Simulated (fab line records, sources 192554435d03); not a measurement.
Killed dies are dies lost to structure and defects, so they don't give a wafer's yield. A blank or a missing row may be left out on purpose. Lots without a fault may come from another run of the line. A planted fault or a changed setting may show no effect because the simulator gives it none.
Which tool did it? | flow n5_finfet | 12 lots, 36 wafers sampled, at 1 step of a route of 1938

WHAT THE GAUGES READ, wafer by wafer
N5_PMOS_HMC_CHANNEL_EPI_INSPECT_30: inspects for defects (darkfield).
lot  | measured    | on                | raw_defect_count
L075 | day 2 02:34 | defect_inspect-01 | 18 23 14
L077 | day 2 15:19 | defect_inspect-02 | 13 19 14
L079 | day 3 02:29 | defect_inspect-01 | 24 26 14
L081 | day 3 15:04 | defect_inspect-02 | 27 18 22
L083 | day 4 03:38 | defect_inspect-02 | 27 21 15
L085 | day 4 14:22 | defect_inspect-01 | 27 16 24
L087 | day 5 02:47 | defect_inspect-01 | 16 18 19
L089 | day 5 14:28 | defect_inspect-02 | 10 12 16
L091 | day 6 02:53 | defect_inspect-02 | 15 12 16
L093 | day 6 14:34 | defect_inspect-01 | 14 32 30
L095 | day 7 01:59 | defect_inspect-02 | 15 19 10
L097 | day 7 14:55 | defect_inspect-01 | 27 18 11

WHICH TOOL RAN EACH LOT (tool, then ch and the chambers of the sampled wafers, then the start)
The record holds no process step before these readings.

THE ANSWER, worked out from the rows above alone
Rule: what is usual is taken from the lots themselves. Put in order of their means at a reading, lots are off if they are a third of the lots or fewer, leave a main group of 4 or more, and stand apart from it by a gap of 3 or more times the standard deviation of the main group's means; of several such gaps the widest counts. A main group whose means are all the same, to the digits that the tables above print for the reading, isn't used. A lot without any number at a reading at which 4 lots or more have one is off too. The other lots that the step has rows for count as sound.
No lot is off at any reading shown: from this, nothing can be told.

WHAT THE SIMULATOR HAD PUT IN
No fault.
